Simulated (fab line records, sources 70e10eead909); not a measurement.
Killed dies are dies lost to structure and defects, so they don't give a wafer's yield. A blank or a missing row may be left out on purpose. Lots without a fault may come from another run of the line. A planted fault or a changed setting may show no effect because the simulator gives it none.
Chamber matching | flow nand_harc | NHARC_A_STAIRCASE_DEP_301 on pecvd-03: 3 sister chambers
The step deposits SiON, target thk 30 nm. 16 wafers are shown with their chamber, then 7 later ones without.

WAFERS WITH THEIR CHAMBER
wafer  | chamber | showerhead_vpp_V (V) | heater_power_w (W) | rf_fwd_power_W (W)
L210.1 | 0       | 1155                 | 750                | 349.6
L210.4 | 2       | 1157                 | 729                | 349.6
L210.5 | 1       | 1062                 | 655                | 350.1
L209.3 | 1       | 1059                 | 680                | 348.8
L209.5 | 0       | 1143                 | 698                | 349.1
L209.6 | 1       | 1049                 | 686                | 349.9
L211.4 | 1       | 1069                 | 621                | 348.1
L211.5 | 2       | 1143                 | 828                | 348.4
L211.6 | 0       | 1133                 | 859                | 348.0
L216.1 | 2       | 1146                 | 715                | 349.0
L216.6 | 1       | 1055                 | 653                | 348.5
L225.3 | 0       | 1148                 | 664                | 348.8
L225.4 | 2       | 1132                 | 734                | 348.2
L225.6 | 1       | 1083                 | 606                | 349.0
L224.1 | 2       | 1150                 | 748                | 347.6
L224.2 | 0       | 1142                 | 670                | 348.0

SIGNATURES (means of the wafers above)
reading          | chamber 0 | chamber 1 | chamber 2 | scatter within a chamber
showerhead_vpp_V | 1144.20   | 1062.83   | 1145.60   | 10.1
heater_power_w   | 728.20    | 650.17    | 750.80    | 54.8
rf_fwd_power_W   | 348.700   | 349.067   | 348.560   | 0.755
Rule: a wafer's distance from a chamber is the root of the sum, over the readings, of the square of ((its reading less the chamber's mean) divided by the reading's scatter). The wafer belongs to the nearest chamber; if the next one is less than 2 further off, it can't be placed. The scatter: the root of (the sum of the squares of (reading less its chamber's mean) over the shown wafers, divided by (wafers less chambers)).

WAFERS WITHOUT THEIR CHAMBER
wafer  | showerhead_vpp_V (V) | heater_power_w (W) | rf_fwd_power_W (W)
L224.6 | 1157                 | 733                | 349.5
L227.4 | 1154                 | 710                | 348.1
L227.5 | 1063                 | 586                | 350.5
L227.6 | 1141                 | 714                | 346.7
L228.1 | 1153                 | 745                | 350.9
L228.2 | 1080                 | 658                | 349.6
L228.5 | 1154                 | 769                | 350.2

WHICH CHAMBER EACH WENT THROUGH
wafer  | from the rows above     | in truth
L224.6 | can't be placed: 0 or 2 | 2
L227.4 | can't be placed: 2 or 0 | 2
L227.5 | 1                       | 1
L227.6 | can't be placed: 2 or 0 | 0
L228.1 | can't be placed: 0 or 2 | 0
L228.2 | 1                       | 1
L228.5 | can't be placed: 0 or 2 | 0
Placed correctly: 2 of 7. Can't be placed from these rows: 5 (the true chamber is among the candidates in 5). Placed wrongly: 0.
